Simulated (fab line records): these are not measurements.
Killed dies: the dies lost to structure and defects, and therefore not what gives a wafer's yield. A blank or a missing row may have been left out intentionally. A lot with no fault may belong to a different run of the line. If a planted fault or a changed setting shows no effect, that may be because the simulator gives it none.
Which tool is to blame? / flow n5 finfet / 36 wafers from 12 lots sampled at 2 of the route's 1938 steps

## WHAT THE GAUGES READ, wafer by wafer
N5_WELL_APT_INSPECT_38: inspects for defects (darkfield).
lot=L075; measured=day 1 22:37; on=defect inspect-01; raw defect count=5 17 11
lot=L077; measured=day 2 10:40; on=defect inspect-02; raw defect count=11 10 11
lot=L079; measured=day 2 22:55; on=defect inspect-01; raw defect count=13 11 12
lot=L081; measured=day 3 11:26; on=defect inspect-02; raw defect count=19 15 16
lot=L083; measured=day 3 23:13; on=defect inspect-02; raw defect count=8 5 7
lot=L085; measured=day 4 11:01; on=defect inspect-02; raw defect count=11 6 16
lot=L087; measured=day 4 22:49; on=defect inspect-01; raw defect count=24 17 17
lot=L089; measured=day 5 10:35; on=defect inspect-02; raw defect count=13 24 14
lot=L091; measured=day 5 23:08; on=defect inspect-01; raw defect count=11 29 14
lot=L093; measured=day 6 11:21; on=defect inspect-01; raw defect count=18 21 7
lot=L095; measured=day 6 23:13; on=defect inspect-02; raw defect count=23 15 15
lot=L097; measured=day 7 11:34; on=defect inspect-01; raw defect count=8 12 15

## WHICH TOOL RAN EACH LOT (tool, then ch and the chambers of the sampled wafers, then the start)
lot=L075; N5_ZERO_LAYER_STRIP_24=plasma asher-02 ch 0,1, day 1 18:58
lot=L077; N5_ZERO_LAYER_STRIP_24=plasma asher-02 ch 0,1, day 2 06:53
lot=L079; N5_ZERO_LAYER_STRIP_24=plasma asher-01 ch 0,1, day 2 18:53
lot=L081; N5_ZERO_LAYER_STRIP_24=plasma asher-02 ch 1, day 3 07:08
lot=L083; N5_ZERO_LAYER_STRIP_24=plasma asher-01 ch 0,1, day 3 19:34
lot=L085; N5_ZERO_LAYER_STRIP_24=plasma asher-02 ch 0,1, day 4 07:01
lot=L087; N5_ZERO_LAYER_STRIP_24=plasma asher-01 ch 0,1, day 4 18:53
lot=L089; N5_ZERO_LAYER_STRIP_24=plasma asher-01 ch 0, day 5 06:55
lot=L091; N5_ZERO_LAYER_STRIP_24=plasma asher-01 ch 0,1, day 5 19:02
lot=L093; N5_ZERO_LAYER_STRIP_24=plasma asher-02 ch 0,1, day 6 06:56
lot=L095; N5_ZERO_LAYER_STRIP_24=plasma asher-01 ch 0, day 6 19:07
lot=L097; N5_ZERO_LAYER_STRIP_24=plasma asher-02 ch 0,1, day 7 07:01
- N5_ZERO_LAYER_STRIP_24: strips in O2.

## THE ANSWER, worked out from the rows above alone
Rule: the usual values come from the lots themselves. The widest of any qualifying gaps counts: lots, ordered by their means at a reading, are off when they make up no more than a third of the lots, leave a main group of 4 or more, and stand apart from it by 3 or more times the standard deviation of that group's means. The tables above print the reading to a certain number of digits; a main group whose means all agree to those digits is not used. A lot without any number at a reading at which 4 lots or more have one is off too. Any other lot the step has rows for is counted as sound.
None of the lots is off at any reading shown; this tells nothing.

## WHAT HAD BEEN PUT IN BY THE SIMULATOR
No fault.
